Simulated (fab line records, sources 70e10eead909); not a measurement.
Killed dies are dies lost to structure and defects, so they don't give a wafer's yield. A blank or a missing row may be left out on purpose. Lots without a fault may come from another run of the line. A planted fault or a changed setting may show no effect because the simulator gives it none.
Which tool did it? | flow nand_harc | 14 lots, 42 wafers sampled, at 6 steps of a route of 1302

WHAT THE GAUGES READ, wafer by wafer
NHARC_A_CHANNEL_HOLE_D1_INSPECT_40. Usual: raw_defect_count 81, standard deviation 29.
lot  | measured     | on                | raw_defect_count | flag
L394 | day 8 16:28  | defect_inspect-01 | 54 35 77         |
L395 | day 9 05:39  | defect_inspect-02 | 92 103 96        |
L396 | day 9 16:31  | defect_inspect-02 | 35 38 61         |
L403 | day 12 16:01 | defect_inspect-01 | 121 102 89       |
L404 | day 12 22:13 | defect_inspect-01 | 114 104 91       |
L406 | day 13 17:14 | defect_inspect-01 | 114 102 120      |
L407 | day 14 04:39 | defect_inspect-01 | 142 108 105      |
L410 | day 15 16:37 | defect_inspect-01 | 55 65 48         |
L411 | day 16 01:11 | defect_inspect-02 | 96 91 115        |
L412 | day 16 04:04 | defect_inspect-02 | 79 78 54         |
L413 | day 16 20:21 | defect_inspect-02 | 152 131 116      |
L414 | day 17 09:14 | defect_inspect-01 | 59 67 59         |
L415 | day 17 13:25 | defect_inspect-01 | 52 69 48         |
L417 | day 18 13:34 | defect_inspect-02 | 66 63 72         |

NHARC_A_ONON_D2_THK_MEAS_02: measures by ellipsometry. Usual: thk_nm 1002 nm, standard deviation 8.3.
lot  | measured     | on            | thk_nm (nm)             | flag
L394 | day 12 05:53 | film_metro-02 | 992 992 994             |
L395 | day 12 19:13 | film_metro-02 | 996 993 994             |
L396 | day 13 16:55 | film_metro-02 | 994 995 995             |
L403 | day 16 15:21 | film_metro-01 | 532 534 532 531 534 535 | OFF
L404 | day 16 15:00 | film_metro-01 | 546 547 547 547 546 547 | OFF
L406 | day 17 05:38 | film_metro-01 | 999 998 999             |
L407 | day 17 22:53 | film_metro-01 | 1012 1010 1010          |
L410 | day 19 05:47 | film_metro-02 | 1013 1016 1014          |
L411 | day 19 16:52 | film_metro-01 | 1007 1005 1006          |
L412 | day 19 16:52 | film_metro-02 | 1013 1010 1011          |
L413 | day 20 09:34 | film_metro-01 | 984 985 983             |
L414 | day 21 00:20 | film_metro-02 | 1007 1005 1004          |
L415 | day 21 00:19 | film_metro-01 | 1017 1019 1019          |
L417 | day 22 04:48 | film_metro-01 | 990 992 989             |

NHARC_A_ONON_D2_THK_MEAS_24: measures by ellipsometry. Usual: thk_nm 998 nm, standard deviation 11.
lot  | measured     | on            | thk_nm (nm)    | flag
L394 | day 12 18:03 | film_metro-02 | 981 983 979    |
L395 | day 13 06:04 | film_metro-01 | 1003 1002 1002 |
L396 | day 14 04:22 | film_metro-01 | 997 999 997    |
L406 | day 17 17:14 | film_metro-01 | 998 998 996    |
L407 | day 18 10:02 | film_metro-02 | 1007 1006 1007 |
L410 | day 19 18:56 | film_metro-01 | 1001 1003 1002 |
L411 | day 20 03:57 | film_metro-02 | 997 995 997    |
L412 | day 20 03:57 | film_metro-01 | 1015 1015 1017 |
L413 | day 20 20:43 | film_metro-01 | 977 980 978    |
L414 | day 21 11:23 | film_metro-01 | 994 994 995    |
L415 | day 21 11:23 | film_metro-02 | 1009 1010 1011 |
L417 | day 22 16:14 | film_metro-02 | 1006 1009 1008 |

NHARC_END_SORT_01. Usual: defect_limited_yield 91.8 %, standard deviation 2.5; killed_at_array 51, standard deviation 17; killed_at_other 1.0, standard deviation 1.2; killed_at_periphery 3.4, standard deviation 2.5; killed_dies 56, standard deviation 17; killed_open 3.3, standard deviation 2.1; killed_short 2.6, standard deviation 1.6; sort_bin_2_pct 2.8 %, standard deviation 1.1; sort_bin_3_pct 0.6 %, standard deviation 0.34; sort_bin_4_pct 4.9 %, standard deviation 1.5; sort_n_pass 621, standard deviation 17; sort_rim_yield_pct 93 %, standard deviation 4; sort_yield_pct 91.8 %, standard deviation 2.5.
lot  | measured     | on        | defect_limited_yield (%) | killed_at_array | killed_at_other | killed_at_periphery | killed_dies | killed_open | killed_short | sort_bin_2_pct (%) | sort_bin_3_pct (%) | sort_bin_4_pct (%) | sort_n_pass | sort_rim_yield_pct (%) | sort_yield_pct (%) | flag
L406 | day 29 18:34 | prober-01 | 87.1 89.5 88.9           | 85 68 74        | 1 0 0           | 1 3 1               | 87 71 75    | 2 6 4       | 3 1 1        | 4.4 5.0 4.6        | 1.2 0.7 0.9        | 7.2 4.7 5.6        | 590 606 602 | 91 90 93               | 87.1 89.5 88.9     |
L407 | day 30 06:54 | prober-02 | 93.5 89.1 92.2           | 43 70 48        | 0 1 0           | 1 3 5               | 44 74 53    | 0 2 3       | 2 4 2        | 2.8 4.1 2.2        | 0.4 1.0 0.7        | 3.2 5.8 4.9        | 633 603 624 | 92 96 90               | 93.5 89.1 92.2     |
L410 | day 31 03:23 | prober-01 | 95.7 93.8 94.8           | 26 39 34        | 1 0 0           | 2 3 1               | 29 42 35    | 1 5 1       | 3 5 3        | 1.8 1.9 1.6        | 0.3 0.3 0          | 2.2 4.0 3.5        | 648 635 642 | 98 93 98               | 95.7 93.8 94.8     |

WHICH TOOL RAN EACH LOT (tool, then ch and the chambers of the sampled wafers, then the start)
lot  | NHARC_A_ONON_D2_DEP_00           | NHARC_A_CHANNEL_HOLE_D2_DEP_00
L394 | pecvd_onon-03 ch 0, day 12 05:26 | acl_dep-01 ch 0, day 12 21:41
L395 | pecvd_onon-04 ch 0, day 12 18:46 | acl_dep-02 ch 0, day 13 08:07
L396 | pecvd_onon-02 ch 0, day 13 16:25 | acl_dep-03 ch 0, day 14 07:58
L403 | pecvd_onon-04 ch 0, day 16 14:54 | -
L404 | pecvd_onon-04 ch 0, day 16 14:36 | -
L406 | pecvd_onon-02 ch 0, day 17 05:14 | acl_dep-01 ch 0, day 17 21:16
L407 | pecvd_onon-02 ch 0, day 17 22:25 | acl_dep-02 ch 0, day 18 12:07
L410 | pecvd_onon-02 ch 0, day 19 05:27 | acl_dep-03 ch 0, day 19 21:43
L411 | pecvd_onon-03 ch 0, day 19 16:21 | acl_dep-02 ch 0, day 20 05:41
L412 | pecvd_onon-02 ch 0, day 19 16:21 | acl_dep-01 ch 0, day 20 05:41
L413 | pecvd_onon-02 ch 0, day 20 09:07 | acl_dep-02 ch 0, day 21 02:26
L414 | pecvd_onon-03 ch 0, day 20 23:53 | acl_dep-02 ch 0, day 21 17:20
L415 | pecvd_onon-02 ch 0, day 20 23:59 | acl_dep-03 ch 0, day 21 18:04
L417 | pecvd_onon-04 ch 0, day 22 04:17 | acl_dep-02 ch 0, day 22 19:32
- NHARC_A_ONON_D2_DEP_00: target thk 1000 nm.
- NHARC_A_CHANNEL_HOLE_D2_DEP_00: deposits aC, target thk 3100 nm.

WHAT THE TOOLS THEMSELVES READ (means of the sampled wafers that have a number; where no wafer has one, the mark that the record gives instead)
NHARC_A_CHANNEL_HOLE_D2_DEP_00. Usual: throttle_valve_pct 35.000 %, standard deviation 0.0089.
lot  | tool       | throttle_valve_pct (%) | flag
L394 | acl_dep-01 | 35.008                 |
L395 | acl_dep-02 | 35.004                 |
L396 | acl_dep-03 | 35.003                 |
L406 | acl_dep-01 | 35.004                 |
L407 | acl_dep-02 | 34.990                 |
L410 | acl_dep-03 | 34.999                 |
L411 | acl_dep-02 | 34.999                 |
L412 | acl_dep-01 | 35.002                 |
L413 | acl_dep-02 | 35.002                 |
L414 | acl_dep-02 | 35.001                 |
L415 | acl_dep-03 | 35.002                 |
L417 | acl_dep-02 | 35.000                 |

THE ANSWER, worked out from the rows above alone
Rule: a lot is off if the mean of its wafers that have a number lies more than 3 standard deviations from the usual mean. A lot without any number at a reading at which 4 lots or more have one is off too. The other lots that the step has rows for count as sound. The gauges are gone through in route order, then the tools' own readings, and for those a lot's mean is taken as printed above. The first step at which some lot is off is used, and at that step the reading that is off furthest; a lot without a number counts as furthest.
Off: L403, L404, at NHARC_A_ONON_D2_THK_MEAS_02 (thk_nm).
A tool fits if, at a process step before that reading, it ran every lot that is off, and no sound lot after the first of them. The gauges at NHARC_A_ONON_D2_THK_MEAS_02 are tried like those tools. None of those tried fits.

WHAT THE SIMULATOR HAD PUT IN
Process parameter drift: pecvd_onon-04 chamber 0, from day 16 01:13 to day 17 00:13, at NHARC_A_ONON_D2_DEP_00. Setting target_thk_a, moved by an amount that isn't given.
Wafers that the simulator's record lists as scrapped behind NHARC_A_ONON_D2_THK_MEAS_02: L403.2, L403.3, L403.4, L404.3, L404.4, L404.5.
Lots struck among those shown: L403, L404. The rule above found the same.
